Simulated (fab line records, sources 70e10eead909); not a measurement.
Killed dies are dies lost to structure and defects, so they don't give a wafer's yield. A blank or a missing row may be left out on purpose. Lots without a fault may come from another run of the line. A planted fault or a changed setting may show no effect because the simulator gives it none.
Chamber matching | flow nand_harc | NHARC_A_STAIRCASE_STRIP_476 on rie_diel-03: 4 sister chambers
The step strips in O2, time 20 s. 18 wafers are shown with their chamber, then 9 later ones without.

WAFERS WITH THEIR CHAMBER
wafer  | chamber | showerhead_plenum_p_Torr (Torr) | oes_product_au (a.u.) | throttle_valve_pct (%)
L076.2 | 0       | 3.56                            | 0.986                 | 17.026
L076.5 | 1       | 3.40                            | 0.989                 | 17.025
L076.6 | 2       | 3.64                            | 0.999                 | 17.047
L078.3 | 1       | 3.40                            | 0.989                 | 17.060
L078.4 | 3       | 3.40                            | 1.000                 | 17.027
L078.6 | 1       | 3.40                            | 0.986                 | 17.040
L081.2 | 1       | 3.40                            | 0.975                 | 17.029
L081.3 | 3       | 3.39                            | 0.985                 | 17.027
L081.4 | 0       | 3.56                            | 0.993                 | 17.037
L082.1 | 3       | 3.39                            | 0.983                 | 17.048
L082.4 | 2       | 3.63                            | 1.018                 | 17.038
L082.6 | 2       | 3.63                            | 1.014                 | 17.028
L084.1 | 0       | 3.55                            | 0.980                 | 17.047
L084.2 | 2       | 3.62                            | 1.004                 | 17.036
L084.3 | 3       | 3.38                            | 0.988                 | 17.034
L086.1 | 2       | 3.62                            | 1.015                 | 17.018
L086.3 | 1       | 3.39                            | 0.974                 | 17.054
L086.4 | 3       | 3.38                            | 0.987                 | 17.050

SIGNATURES (means of the wafers above)
reading                  | chamber 0 | chamber 1 | chamber 2 | chamber 3 | scatter within a chamber
showerhead_plenum_p_Torr | 3.5567    | 3.3980    | 3.6280    | 3.3880    | 0.0071
oes_product_au           | 0.98633   | 0.98260   | 1.01000   | 0.98860   | 0.00731
throttle_valve_pct       | 17.03667  | 17.04160  | 17.03340  | 17.03720  | 0.0123
Rule: a wafer's distance from a chamber is the root of the sum, over the readings, of the square of ((its reading less the chamber's mean) divided by the reading's scatter). The wafer belongs to the nearest chamber; if the next one is less than 2 further off, it can't be placed. The scatter: the root of (the sum of the squares of (reading less its chamber's mean) over the shown wafers, divided by (wafers less chambers)).

WAFERS WITHOUT THEIR CHAMBER
wafer  | showerhead_plenum_p_Torr (Torr) | oes_product_au (a.u.) | throttle_valve_pct (%)
L088.1 | 3.38                            | 0.967                 | 17.044
L088.2 | 3.55                            | 0.981                 | 17.041
L088.3 | 3.62                            | 0.999                 | 17.024
L092.1 | 3.38                            | 0.974                 | 17.052
L092.3 | 3.62                            | 1.010                 | 17.021
L092.6 | 3.62                            | 1.012                 | 17.011
L094.1 | 3.54                            | 0.992                 | 17.035
L094.2 | 3.62                            | 1.008                 | 17.031
L094.4 | 3.38                            | 0.977                 | 17.032

WHICH CHAMBER EACH WENT THROUGH
wafer  | from the rows above     | in truth
L088.1 | can't be placed: 3 or 1 | 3
L088.2 | 0                       | 0
L088.3 | 2                       | 2
L092.1 | can't be placed: 3 or 1 | 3
L092.3 | 2                       | 2
L092.6 | 2                       | 2
L094.1 | 0                       | 0
L094.2 | 2                       | 2
L094.4 | can't be placed: 3 or 1 | 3
Placed correctly: 6 of 9. Can't be placed from these rows: 3 (the true chamber is among the candidates in 3). Placed wrongly: 0.
